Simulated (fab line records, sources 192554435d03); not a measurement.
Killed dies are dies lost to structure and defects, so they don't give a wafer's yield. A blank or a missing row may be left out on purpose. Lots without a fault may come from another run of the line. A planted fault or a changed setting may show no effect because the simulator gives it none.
Which tool did it? | flow n5_finfet | 11 lots, 31 wafers sampled, at 2 steps of a route of 1938

WHAT THE GAUGES READ, wafer by wafer
N5_BEOL_M6_OVL_MEAS_12.
lot  | measured     | on         | M6_OVL (nm)
L182 | day 9 16:10  | overlay-02 | -0.9 0.4 0.6
L186 | day 11 16:14 | overlay-02 | -0.7 0.8 -1.3
L187 | day 12 13:40 | overlay-01 | 0.6 0.1 0.1
L189 | day 12 21:01 | overlay-01 | 0.9 1.6 1.9
L190 | day 13 03:43 | overlay-01 | 1.5 1.7 0.6
L193 | day 14 03:24 | overlay-02 | -0.2 0.0 0.1
L194 | day 14 08:13 | overlay-02 | -2.2 -1.5 -0.7
L184 | day 14 14:19 | overlay-02 | -0.4 0.2 -0.1
L200 | day 15 19:51 | overlay-01 | -0.7 -0.3
L202 | day 15 19:55 | overlay-02 | -0.1 -0.2
L205 | day 16 05:30 | overlay-02 | 0.1 0.5 -1.1

WHICH TOOL RAN EACH LOT (tool, then ch and the chambers of the sampled wafers, then the start)
lot  | N5_BEOL_M5_DEP_56
L182 | pecvd-01 ch 0,1, day 9 13:03
L186 | pecvd-04 ch 0,1, day 11 14:32
L187 | pecvd-04 ch 0,1,2, day 12 11:48
L189 | pecvd-03 ch 0,1,2, day 12 19:25
L190 | pecvd-04 ch 0,1, day 13 01:26
L193 | pecvd-01 ch 0,1,2, day 13 22:39
L194 | pecvd-01 ch 0,1,2, day 14 06:19
L184 | pecvd-03 ch 0,1,2, day 14 10:54
L200 | pecvd-03 ch 1,2, day 15 17:49
L202 | pecvd-01 ch 0,2, day 15 17:55
L205 | pecvd-03 ch 0,1, day 16 03:02
- N5_BEOL_M5_DEP_56: deposits SiCN from 3MS/NH3, target thk 8 nm, time 14 s.

WHAT THE TOOLS THEMSELVES READ (means of the sampled wafers that have a number; where no wafer has one, the mark that the record gives instead)
N5_BEOL_M5_DEP_56.
lot  | tool     | rf_fwd_power_W (W) | showerhead_plenum_p_Torr (Torr) | throttle_valve_pct (%)
L182 | pecvd-01 | 200.7              | 3.660                           | 8.6
L186 | pecvd-04 | 199.8              | 3.660                           | 9.4
L187 | pecvd-04 | 199.2              | 3.670                           | 9.5
L189 | pecvd-03 | 199.3              | 3.662                           | 9.0
L190 | pecvd-04 | 199.7              | 3.665                           | 9.4
L193 | pecvd-01 | 200.4              | 3.658                           | 8.6
L194 | pecvd-01 | 200.1              | 3.661                           | 8.7
L184 | pecvd-03 | 199.1              | 3.666                           | 9.0
L200 | pecvd-03 | 199.1              | 3.670                           | 8.8
L202 | pecvd-01 | 201.1              | 3.655                           | 9.0
L205 | pecvd-03 | 199.8              | 3.665                           | 9.2

THE ANSWER, worked out from the rows above alone
Rule: what is usual is taken from the lots themselves. Put in order of their means at a reading, lots are off if they are a third of the lots or fewer, leave a main group of 4 or more, and stand apart from it by a gap of 3 or more times the standard deviation of the main group's means; of several such gaps the widest counts. A main group whose means are all the same, to the digits that the tables above print for the reading, isn't used. A lot without any number at a reading at which 4 lots or more have one is off too. The other lots that the step has rows for count as sound. The gauges are gone through in route order, then the tools' own readings, and for those a lot's mean is taken as printed above. The first step at which some lot is off is used, and at that step the reading that is off furthest; a lot without a number counts as furthest.
No lot is off at any reading shown: from this, nothing can be told.

WHAT THE SIMULATOR HAD PUT IN
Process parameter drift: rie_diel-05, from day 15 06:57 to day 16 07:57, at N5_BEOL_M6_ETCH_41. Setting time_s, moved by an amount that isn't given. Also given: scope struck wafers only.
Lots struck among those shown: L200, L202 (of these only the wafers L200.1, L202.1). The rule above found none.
